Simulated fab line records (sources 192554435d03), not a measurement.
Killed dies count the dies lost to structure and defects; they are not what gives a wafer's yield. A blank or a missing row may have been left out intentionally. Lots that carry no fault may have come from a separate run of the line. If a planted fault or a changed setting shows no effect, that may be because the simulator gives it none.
fab line records    flow n5-finfet    part 1 of 2: steps 1 to 19 of 31
[record] lots = 5  wafers = 15  last-day = 18
route steps=1938 shown WELL_APT@55 PMOS_HMC_CHANNEL_EPI@57
lots with no fault: from the same line, run without faults
start-h: the number of hours between the record's first day and the start of the first shown wafer of the lot    wait-h: hours since the lot's step before    " repeats the value in the row above    L1.1+2: several wafers, shown together as one row    - value missing, or start not given    * or withheld: withheld    < > ~ a bound
route shown NAME@n: a module of which the file shows steps, and the number in the route of the first    usual: mean and standard deviation over wafers with no fault    same: alike in all rows    chamber/n: place in a boat    sites: the reading at each site    _std_site: standard deviation of those values    _edge_site: outer sites' mean less inner sites'    radius-mm: how far each site lies from the wafer's centre    mask NAME#n: copy n    behind: the last tool/chamber to shape the wafer    hold: cause of the lot's hold/its duration in hours/its outcome    device: the n, p or np transistor that did not switch    end of line: tests run on the same wafers once the route is complete    a step without rows: its recipe alone    killed: at the first sort, the dies lost to defects and structure; wafer yield is something else    map: shows each die of a wafer: x if killed, . if not, _ if none is there
set.NAME: the setting that was run; set.NAME@STEP: the one run at that earlier step    model.NAME: the simulator's own value behind a step, which no gauge read
certain route steps with their lots: each step a table, each wafer a row
services: the hour from which a tool's chamber was out of use, counted from the record's first day as start-h (under 0 if before that day), plus the number of hours and why
[[steps]]
[step N5_WELL_APT_EPI_41]
[recipe] material = Si  target-thk-a = 500  temp-c = 650  precursor = SiH4/H2  pressure-torr = 20  time-s = 297.7
[usual] throttle-valve-pct = 11.3/0.35
[same] time-s = 297.7
lot.wafer  tool          chamber  start-h  wait-h  throttle-valve-pct
L086.1     epi-rpcvd-01  0        88.11    0.0     11.1
L086.3     "             0        "        "       11.1
L086.6     "             0        "        "       10.8
L088.2     epi-rpcvd-01  0        101.07   0.1     11.0
L088.5     "             0        "        "       11.1
L088.6     "             0        "        "       11.0
L093.3     epi-rpcvd-02  0        130.24   0.2     11.4
L093.4     "             0        "        "       11.8
L093.5     "             0        "        "       11.6
L096.3     epi-rpcvd-01  0        148.30   0.2     11.2
L096.4     "             0        "        "       10.9
L096.6     "             0        "        "       11.0
L097.3     epi-rpcvd-02  0        154.20   0.2     11.6
L097.5     "             0        "        "       11.8
L097.6     "             0        "        "       11.7
[step N5_WELL_APT_INSPECT_38]
[recipe] inspect-instrument = darkfield  mode = post-epi
[usual] raw-defect-count = 12/4.8
lot.wafer  tool               chamber  start-h  wait-h  raw-defect-count
L086.1     defect-inspect-02  -        88.74    0.5     13
L086.3     "                  -        "        "       18
L086.6     "                  -        "        "       11
L088.2     defect-inspect-02  -        101.60   0.4     9
L088.5     "                  -        "        "       9
L088.6     "                  -        "        "       13
L093.3     defect-inspect-02  -        130.68   0.3     16
L093.4     "                  -        "        "       15
L093.5     "                  -        "        "       9
L096.3     defect-inspect-01  -        148.73   0.3     10
L096.4     "                  -        "        "       15
L096.6     "                  -        "        "       17
L097.3     defect-inspect-01  -        154.64   0.3     12
L097.5     "                  -        "        "       18
L097.6     "                  -        "        "       6
[step N5_PMOS_HMC_CHANNEL_EPI_HM_DEP_34]
[recipe] material = SiO2  target-thk-a = 360  temp-c = 400  precursor = TEOS/O2  pressure-torr = 6.5  rf-w = 900  teos-flow-sccm = 161.4  gas = O2  flow-sccm = 2650  time-s = 6.9
[usual] heater-power-w = 517/100  showerhead-plenum-p-Torr = 8.336/0.029  showerhead-vpp-V = 1847/95  throttle-valve-pct = 18.4/1.2
[same] time-s = 6.9
lot.wafer  tool      chamber  start-h  wait-h  heater-power-w  showerhead-plenum-p-Torr  showerhead-vpp-V  throttle-valve-pct
L086.1     pecvd-02  1        88.78    0.0     490             8.362                     1892              19.0
L086.3     "         0        "        "       579             8.311                     1813              17.3
L086.6     "         0        "        "       555             8.314                     1825              17.4
L088.2     pecvd-03  0        101.64   0.0     656             8.356                     1757              17.8
L088.5     "         0        "        "       668             8.373                     1808              17.6
L088.6     "         2        "        "       357             8.302                     1988              18.3
L093.3     pecvd-03  2        130.72   0.0     347             8.306                     1998              18.0
L093.4     "         0        "        "       577             8.337                     1789              17.8
L093.5     "         1        "        "       704             8.411                     1813              19.4
L096.3     pecvd-02  1        148.77   0.0     495             8.325                     1887              18.7
L096.4     "         0        "        "       581             8.296                     1873              17.1
L096.6     "         1        "        "       490             8.346                     1864              18.9
L097.3     pecvd-03  0        154.69   0.0     674             8.366                     1823              17.9
L097.5     "         0        "        "       675             8.343                     1778              18.0
L097.6     "         2        "        "       323             8.319                     2024              18.1
[step N5_PMOS_HMC_CHANNEL_EPI_COAT_31]
[recipe] resist = BARC  temp-c = 205  time-s = 60  spin-rpm = 1500  resist-thk-nm = 66
[same] time-s = 60
lot.wafer   tool            chamber  start-h  wait-h
L086.1+3+6  litho-track-03  0        88.84    0.0
L088.2+5+6  litho-track-03  0        101.70   0.0
L093.3+4+5  litho-track-03  0        130.77   0.0
L096.3+4+6  litho-track-01  0        148.83   0.0
L097.3+5+6  litho-track-01  0        154.75   0.0
[step N5_PMOS_HMC_CHANNEL_EPI_COAT_03]
[recipe] resist = CAR-ArF-block  spin-rpm = 1500  resist-thk-nm = 205
lot.wafer   tool            chamber  start-h  wait-h
L086.1+3+6  litho-track-03  0        -        -
L088.2+5+6  litho-track-03  0        -        -
L093.3+4+5  litho-track-03  0        -        -
L096.3+4+6  litho-track-01  0        -        -
L097.3+5+6  litho-track-01  0        -        -
[step N5_PMOS_HMC_CHANNEL_EPI_EBR_05]
[recipe] solvent = PGMEA  ebr-width-mm = 1.5
lot.wafer   tool            chamber  start-h  wait-h
L086.1+3+6  litho-track-03  0        -        -
L088.2+5+6  litho-track-03  0        -        -
L093.3+4+5  litho-track-03  0        -        -
L096.3+4+6  litho-track-01  0        -        -
L097.3+5+6  litho-track-01  0        -        -
[step N5_PMOS_HMC_CHANNEL_EPI_SOFTBAKE_04]
[recipe] temp-c = 110  time-s = 60  resist = CAR-ArF-block
[same] time-s = 60
lot.wafer   tool            chamber  start-h  wait-h
L086.1+3+6  litho-track-03  0        -        -
L088.2+5+6  litho-track-03  0        -        -
L093.3+4+5  litho-track-03  0        -        -
L096.3+4+6  litho-track-01  0        -        -
L097.3+5+6  litho-track-01  0        -        -
[step N5_PMOS_HMC_CHANNEL_EPI_EXPOSE_06]
[recipe] mask-id = PMOS_HMC_BLK  na = 1.35  source-shape = conventional  sigma-outer = 0.8  polarization = unpolarized  target-cd-nm = 240  dose-mj = 41
[usual] stage-vel-mm-s = 500.06/0.25
[same] na = 1.35
lot.wafer  tool             chamber  start-h  wait-h  mask            stage-vel-mm-s
L086.1     arfi-scanner-03  0        89.06    -       PMOS_HMC_BLK#0  499.62
L086.3     "                0        "        "       PMOS_HMC_BLK#0  499.81
L086.6     "                0        "        "       PMOS_HMC_BLK#0  499.91
L088.2     arfi-scanner-03  0        101.93   -       PMOS_HMC_BLK#0  500.15
L088.5     "                0        "        "       PMOS_HMC_BLK#0  499.92
L088.6     "                0        "        "       PMOS_HMC_BLK#0  500.16
L093.3     arfi-scanner-01  0        131.01   -       PMOS_HMC_BLK#0  499.69
L093.4     "                0        "        "       PMOS_HMC_BLK#0  500.07
L093.5     "                0        "        "       PMOS_HMC_BLK#0  500.10
L096.3     arfi-scanner-02  0        149.06   -       PMOS_HMC_BLK#0  500.15
L096.4     "                0        "        "       PMOS_HMC_BLK#0  500.20
L096.6     "                0        "        "       PMOS_HMC_BLK#0  500.00
L097.3     arfi-scanner-01  0        154.98   -       PMOS_HMC_BLK#0  499.61
L097.5     "                0        "        "       PMOS_HMC_BLK#0  500.33
L097.6     "                0        "        "       PMOS_HMC_BLK#0  499.78
[step N5_PMOS_HMC_CHANNEL_EPI_PEB_07]
[recipe] peb-temp-c = 110  peb-time-s = 60  resist = CAR-ArF-block
lot.wafer   tool            chamber  start-h  wait-h
L086.1+3+6  litho-track-04  0        89.12    0.1
L088.2+5+6  litho-track-01  0        101.98   0.0
L093.3+4+5  litho-track-04  0        131.06   0.0
L096.3+4+6  litho-track-04  0        149.11   0.0
L097.3+5+6  litho-track-03  0        155.03   0.0
[step N5_PMOS_HMC_CHANNEL_EPI_DEVELOP_08]
[recipe] develop-time-s = 30  developer = TMAH  resist = CAR-ArF-block  dev-temp-c = 23  rinse-liquid = diw  dry = air-spin
lot.wafer   tool            chamber  start-h  wait-h
L086.1+3+6  litho-track-04  0        -        -
L088.2+5+6  litho-track-01  0        -        -
L093.3+4+5  litho-track-04  0        -        -
L096.3+4+6  litho-track-04  0        -        -
L097.3+5+6  litho-track-03  0        -        -
[step N5_PMOS_HMC_CHANNEL_EPI_CD_MEAS_09]
[recipe] target-cd-nm = 237.4  landing-energy-ev = 500  detector = se-inlens
[usual] cd-nm = 236.6/1.2
[same] landing-energy-ev = 500
lot.wafer  tool       chamber  start-h  wait-h  cd-nm
L086.1     cd-sem-03  0        89.18    -       233.8
L086.3     "          0        "        "       235.9
L086.6     "          0        "        "       236.3
L088.2     cd-sem-03  0        102.05   -       238.0
L088.5     "          0        "        "       235.7
L088.6     "          0        "        "       236.8
L093.3     cd-sem-02  0        131.12   -       235.8
L093.4     "          0        "        "       234.6
L093.5     "          0        "        "       236.7
L096.3     cd-sem-02  0        149.18   -       237.9
L096.4     "          0        "        "       235.5
L096.6     "          0        "        "       235.2
L097.3     cd-sem-03  0        155.10   -       234.7
L097.5     "          0        "        "       234.0
L097.6     "          0        "        "       235.0
[step N5_PMOS_HMC_CHANNEL_EPI_OVL_MEAS_10]
[recipe] points-per-wafer = 44
[usual] PMOS_HMC_BLK_OVL = 0.1/0.7
lot.wafer  tool        chamber  start-h  wait-h  PMOS_HMC_BLK_OVL[nm]
L086.1     overlay-02  0        89.21    0.0     -0.2
L086.3     "           0        "        "       -0.3
L086.6     "           0        "        "       1.0
L088.2     overlay-02  0        102.08   0.0     -0.4
L088.5     "           0        "        "       -0.2
L088.6     "           0        "        "       -1.3
L093.3     overlay-01  0        131.15   0.0     -0.3
L093.4     "           0        "        "       0.4
L093.5     "           0        "        "       0.0
L096.3     overlay-01  0        149.21   0.0     1.6
L096.4     "           0        "        "       0.9
L096.6     "           0        "        "       1.3
L097.3     overlay-02  0        155.13   0.0     -0.4
L097.5     "           0        "        "       -1.0
L097.6     "           0        "        "       -0.6
[step N5_PMOS_HMC_CHANNEL_EPI_INSPECT_11]
[recipe] mode = adi  inspect-instrument = macro
[usual] raw-defect-count = 2.1/1.3
lot.wafer  tool               chamber  start-h  wait-h  raw-defect-count
L086.1     defect-inspect-02  -        89.24    0.0     1
L086.3     "                  -        "        "       1
L086.6     "                  -        "        "       4
L088.2     defect-inspect-02  -        102.10   0.0     2
L088.5     "                  -        "        "       2
L088.6     "                  -        "        "       4
L093.3     defect-inspect-01  -        131.18   0.0     3
L093.4     "                  -        "        "       1
L093.5     "                  -        "        "       1
L096.3     defect-inspect-01  -        149.23   0.0     2
L096.4     "                  -        "        "       1
L096.6     "                  -        "        "       1
L097.3     defect-inspect-02  -        155.15   0.0     2
L097.5     "                  -        "        "       0
L097.6     "                  -        "        "       2
[step N5_PMOS_HMC_CHANNEL_EPI_DESCUM_14]
[recipe] chemistry = O2  time-s = 7.9  source-power-w = 50  bias-power-w = 20  pressure-mtorr = 20  rf-frequency-hz = 2.712e+07  temp-c = 40  resist = CAR-ArF-block  o2-flow-sccm = 225
[usual] chamber-pressure-mTorr = 20.000/0.018  drypump-motor-current-A = 5.8/0.32  oes-product-au = 0.81/0.07  rf-vpp-V = 243.1/1.4  showerhead-plenum-p-Torr = 2.10/0.074  throttle-valve-pct = 20.42/0.21
[same] time-s = 7.9
lot.wafer  tool         chamber  start-h  wait-h  chamber-pressure-mTorr  drypump-motor-current-A  oes-product-au  rf-hours-counter-h  rf-vpp-V  showerhead-plenum-p-Torr  throttle-valve-pct
L086.1     rie-diel-01  3        89.27    0.0     19.984                  5.7                      0.79            113                 242.9     2.00                      20.42
L086.3     "            1        "        "       20.007                  5.9                      0.74            167                 241.1     2.02                      20.67
L086.6     "            2        "        "       20.047                  6.4                      0.75            -                   244.2     2.19                      20.47
L088.2     rie-diel-01  0        102.13   0.0     20.013                  5.8                      0.87            29                  242.8     2.16                      20.22
L088.5     "            2        "        "       19.976                  6.4                      0.75            -                   243.3     2.19                      20.46
L088.6     "            1        "        "       20.007                  5.9                      0.73            -                   243.2     2.02                      20.68
L093.3     rie-diel-01  3        131.21   0.0     19.996                  5.7                      0.79            126                 241.6     1.99                      20.42
L093.4     "            0        "        "       19.972                  5.8                      0.86            37                  242.5     2.16                      20.21
L093.5     "            2        "        "       20.001                  6.3                      0.74            -                   243.2     2.19                      20.50
L096.3     rie-diel-01  2        149.27   0.0     19.998                  6.3                      0.74            168                 245.4     2.19                      20.50
L096.4     "            0        "        "       20.004                  5.7                      0.84            42                  244.4     2.16                      20.24
L096.6     "            0        "        "       19.991                  5.7                      0.84            -                   244.9     2.16                      20.24
L097.3     rie-diel-04  3        155.18   0.0     19.994                  5.1                      0.78            114                 242.6     2.09                      19.94
L097.5     "            1        "        "       20.018                  5.7                      0.90            -                   242.0     2.07                      20.38
L097.6     "            3        "        "       20.020                  5.1                      0.78            -                   243.8     2.09                      19.93
[step N5_PMOS_HMC_CHANNEL_EPI_ETCH_32]
[recipe] chemistry = N2/H2  target = BARC  stop-on = SiO2  target-depth-a = 858  over-etch-frac = 0.3  time-s = 50.3  ion-energy-ev = 200  mask-material = CAR-ArF-block  pressure-mtorr = 30  source-w = 840  bias-w = 150  n2-flow-sccm = 200  h2-flow-sccm = 200
[usual] bias-w = 150.0/0.44  chamber-pressure-mTorr = 29.998/0.027  drypump-motor-current-A = 5.8/0.32  h2-flow-sccm = 200.0/0.62  oes-product-au = 0.69/0.059  rf-vpp-V = 523.9/2.6  showerhead-plenum-p-Torr = 2.55/0.083  throttle-valve-pct = 17.84/0.26
[same] time-s = 50.3
lot.wafer  tool         chamber  start-h  wait-h  bias-w  chamber-pressure-mTorr  drypump-motor-current-A  h2-flow-sccm  oes-product-au  rf-hours-counter-h  rf-vpp-V  showerhead-plenum-p-Torr  throttle-valve-pct
L086.1     rie-diel-01  3        89.31    0.0     149.7   29.982                  5.7                      200.4         0.68            113                 521.3     2.45                      17.95
L086.3     "            1        "        "       149.7   29.956                  5.9                      200.3         0.64            167                 519.6     2.45                      18.23
L086.6     "            2        "        "       149.8   30.007                  6.3                      198.3         0.65            -                   526.2     2.64                      17.83
L088.2     rie-diel-01  0        102.17   0.0     149.6   30.010                  5.8                      199.7         0.76            29                  525.3     2.60                      17.58
L088.5     "            2        "        "       150.1   29.950                  6.4                      200.0         0.64            -                   526.1     2.64                      17.83
L088.6     "            1        "        "       150.7   30.045                  5.9                      200.0         0.64            -                   521.1     2.45                      18.24
L093.3     rie-diel-01  3        131.24   0.0     150.8   29.992                  5.7                      199.5         0.67            126                 521.7     2.44                      17.98
L093.4     "            0        "        "       150.3   30.018                  5.8                      200.9         0.75            37                  524.5     2.60                      17.61
L093.5     "            2        "        "       149.6   30.005                  6.4                      200.0         0.63            -                   527.6     2.64                      17.85
L096.3     rie-diel-01  2        149.30   0.0     149.9   30.028                  6.4                      199.1         0.63            168                 526.3     2.63                      17.85
L096.4     "            0        "        "       150.0   29.973                  5.8                      200.8         0.74            42                  525.7     2.60                      17.61
L096.6     "            0        "        "       149.4   30.016                  5.8                      200.7         0.74            -                   525.7     2.60                      17.62
L097.3     rie-diel-04  3        155.22   0.0     149.7   30.009                  5.1                      200.1         0.69            114                 524.2     2.57                      17.51
L097.5     "            1        "        "       150.2   29.999                  5.7                      200.3         0.75            -                   521.6     2.47                      17.50
L097.6     "            3        "        "       149.5   29.983                  5.0                      200.4         0.68            -                   524.8     2.57                      17.53
[step N5_PMOS_HMC_CHANNEL_EPI_HM_OPEN_15]
[recipe] chemistry = CHF3/O2  target = SiO2  mask-material = CAR-ArF-block  target-depth-a = 406  CHF3_flow_sccm = 50  O2_flow_sccm = 5  Ar_flow_sccm = 200  time-s = 20.3  pressure-mtorr = 30  source-w = 650  bias-w = 170  ion-energy-ev = 200
[usual] CHF3_flow_sccm = 50.00/0.15  bias-w = 170.0/0.46  chamber-pressure-mTorr = 29.999/0.028  drypump-motor-current-A = 5.8/0.32  oes_ar_750_au = 0.81/0.066  oes-product-au = 0.81/0.068  rf-vpp-V = 528/15  showerhead-plenum-p-Torr = 2.42/0.086  throttle-valve-pct = 18.88/0.23
[same] time-s = 20.3
lot.wafer  tool         chamber  start-h  wait-h  CHF3_flow_sccm  bias-w  chamber-pressure-mTorr  drypump-motor-current-A  oes_ar_750_au  oes-product-au  rf-hours-counter-h  rf-vpp-V  showerhead-plenum-p-Torr  throttle-valve-pct
L086.1     rie-diel-01  3        89.35    0.0     50.31           170.6   29.983                  5.7                      0.79           0.79            113                 513       2.33                      19.03
L086.3     "            1        "        "       49.82           169.8   29.940                  5.9                      0.74           0.76            167                 533       2.31                      19.03
L086.6     "            2        "        "       49.83           170.4   29.991                  6.4                      0.78           0.77            -                   524       2.52                      18.94
L088.2     rie-diel-01  0        102.21   0.0     50.06           170.6   30.081                  5.8                      0.88           0.88            29                  550       2.47                      18.62
L088.5     "            2        "        "       50.03           169.5   29.988                  6.3                      0.77           0.76            -                   524       2.52                      18.96
L088.6     "            1        "        "       50.03           170.3   30.002                  5.9                      0.74           0.76            -                   531       2.31                      19.03
L093.3     rie-diel-01  3        131.29   0.0     50.03           169.9   29.974                  5.7                      0.77           0.76            126                 513       2.32                      19.04
L093.4     "            0        "        "       50.01           170.4   29.945                  5.7                      0.86           0.86            37                  550       2.46                      18.62
L093.5     "            2        "        "       50.24           170.0   30.016                  6.3                      0.77           0.76            -                   525       2.52                      18.97
L096.3     rie-diel-01  2        149.35   0.0     49.92           170.6   30.021                  6.4                      0.76           0.76            168                 524       2.52                      18.98
L096.4     "            0        "        "       50.03           170.2   29.997                  5.8                      0.86           0.85            42                  550       2.46                      18.65
L096.6     "            0        "        "       49.97           170.4   30.001                  5.8                      0.86           0.85            -                   550       2.46                      18.64
L097.3     rie-diel-04  3        155.26   0.0     49.83           170.5   30.054                  5.0                      0.78           0.79            114                 544       2.41                      18.45
L097.5     "            1        "        "       50.22           170.2   30.014                  5.6                      0.90           0.89            -                   530       2.35                      18.60
L097.6     "            3        "        "       50.16           171.1   30.062                  5.0                      0.79           0.79            -                   546       2.41                      18.44
[step N5_PMOS_HMC_CHANNEL_EPI_STRIP_33]
[recipe] chemistry = N2/H2  power-w = 500  temp-c = 40  pressure-mtorr = 50  rf-frequency-hz = 6e+07  overash-fraction = 0.3  bias-power-w = 8  h2-frac = 0.5  n2-flow-sccm = 300  h2-flow-sccm = 300
[usual] chamber-pressure-mTorr = 50.01/0.087  drypump-motor-current-A = 5.8/0.33  h2-flow-sccm = 300.0/0.8  oes-product-au = 0.80/0.068  power-w = 499.7/1.6  rf-vpp-V = 54.2/1.6  showerhead-plenum-p-Torr = 3.36/0.11  throttle-valve-pct = 19.0/0.39
[same] overash-fraction = 0.3
lot.wafer  tool         chamber  start-h  wait-h  chamber-pressure-mTorr  drypump-motor-current-A  h2-flow-sccm  oes-product-au  power-w  rf-hours-counter-h  rf-vpp-V  showerhead-plenum-p-Torr  throttle-valve-pct
L086.1     rie-diel-01  3        89.41    0.0     49.95                   5.7                      298.1         0.79            499.6    113                 56.2      3.24                      19.1
L086.3     "            1        "        "       49.89                   6.0                      301.3         0.74            500.4    167                 52.8      3.25                      19.8
L086.6     "            2        "        "       49.98                   6.4                      300.1         0.76            498.9    -                   56.7      3.49                      19.0
L088.2     rie-diel-01  0        102.27   0.0     49.96                   5.8                      299.5         0.88            500.0    29                  51.4      3.44                      18.7
L088.5     "            2        "        "       50.15                   6.4                      299.1         0.76            499.7    -                   54.1      3.48                      19.1
L088.6     "            1        "        "       50.10                   5.9                      300.9         0.74            499.4    -                   52.8      3.24                      19.8
L093.3     rie-diel-01  3        131.34   0.0     50.01                   5.7                      299.8         0.79            499.8    126                 54.3      3.23                      19.1
L093.4     "            0        "        "       49.90                   5.8                      299.9         0.86            499.0    37                  58.6      3.43                      18.8
L093.5     "            2        "        "       50.03                   6.3                      299.4         0.75            500.2    -                   53.5      3.48                      19.1
L096.3     rie-diel-01  2        149.40   0.0     50.13                   6.4                      299.6         0.74            499.0    168                 55.8      3.48                      19.1
L096.4     "            0        "        "       50.01                   5.8                      300.4         0.86            498.2    42                  50.5      3.43                      18.8
L096.6     "            0        "        "       50.01                   5.8                      300.0         0.87            497.3    -                   55.8      3.43                      18.8
L097.3     rie-diel-04  3        155.32   0.0     50.10                   5.0                      300.6         0.79            500.7    114                 54.7      3.39                      18.4
L097.5     "            1        "        "       50.02                   5.7                      298.2         0.89            498.3    -                   53.3      3.26                      18.5
L097.6     "            3        "        "       49.98                   5.0                      300.6         0.77            498.8    -                   54.7      3.39                      18.5
[step N5_PMOS_HMC_CHANNEL_EPI_STRIP_17]
[recipe] chemistry = SPM  time-s = 750  temp-c = 130  h2so4-h2o2-vol-ratio = 4  dry = ipa-marangoni
[same] time-s = 750
lot.wafer   tool          chamber  start-h  wait-h
L086.1+3+6  wet-bench-05  5,6,2    89.47    -
L088.2+5+6  wet-bench-05  2,6,1    102.33   -
L093.3+4+5  wet-bench-01  2,1,0    131.41   -
L096.3+4+6  wet-bench-02  1,7,0    149.47   -
L097.3+5+6  wet-bench-05  4,2,3    155.38   -
[step N5_PMOS_HMC_CHANNEL_EPI_ETCH_38]
[recipe] chemistry = CF4  target = SiO2  target-depth-a = 15  ion-energy-ev = 350  pressure-mtorr = 10  icp-w = 800  bias-w = 400  cf4-flow-sccm = 80
[usual] bias-w = 400.3/1.1  chamber-pressure-mTorr = 10.000/0.0089  drypump-motor-current-A = 5.7/0.42  oes-product-au = 1.002/0.021  throttle-valve-pct = 21.65/0.23
lot.wafer  tool       chamber  start-h  wait-h  bias-w  chamber-pressure-mTorr  drypump-motor-current-A  oes-product-au  rf-hours-counter-h  throttle-valve-pct
L086.1     rie-si-06  3        89.71    0.0     401.6   10.010                  5.8                      0.974           154                 21.80
L086.3     "          0        "        "       398.5   10.010                  5.6                      1.020           167                 22.09
L086.6     "          2        "        "       401.0   9.987                   6.1                      1.016           -                   21.69
L088.2     rie-si-02  3        102.57   0.0     399.0   10.012                  6.0                      1.009           5                   21.40
L088.5     "          3        "        "       399.8   10.006                  6.0                      0.997           -                   21.39
L088.6     "          0        "        "       399.4   10.001                  5.5                      0.967           -                   21.59
L093.3     rie-si-02  0        131.64   0.0     399.5   10.002                  5.5                      0.982           106                 21.59
L093.4     "          1        "        "       400.1   9.999                   4.8                      1.003           14                  21.28
L093.5     "          2        "        "       400.7   9.991                   5.8                      1.010           -                   21.91
L096.3     rie-si-02  0        149.70   0.0     399.8   10.016                  5.5                      0.972           107                 21.60
L096.4     "          3        "        "       400.3   9.998                   6.0                      1.002           6                   21.41
L096.6     "          0        "        "       399.6   10.007                  5.5                      0.967           -                   21.59
L097.3     rie-si-02  3        155.62   0.0     399.2   10.002                  6.0                      1.018           6                   21.42
L097.5     "          3        "        "       399.1   9.997                   6.0                      1.012           -                   21.40
L097.6     "          2        "        "       402.3   9.999                   5.8                      1.008           -                   21.91
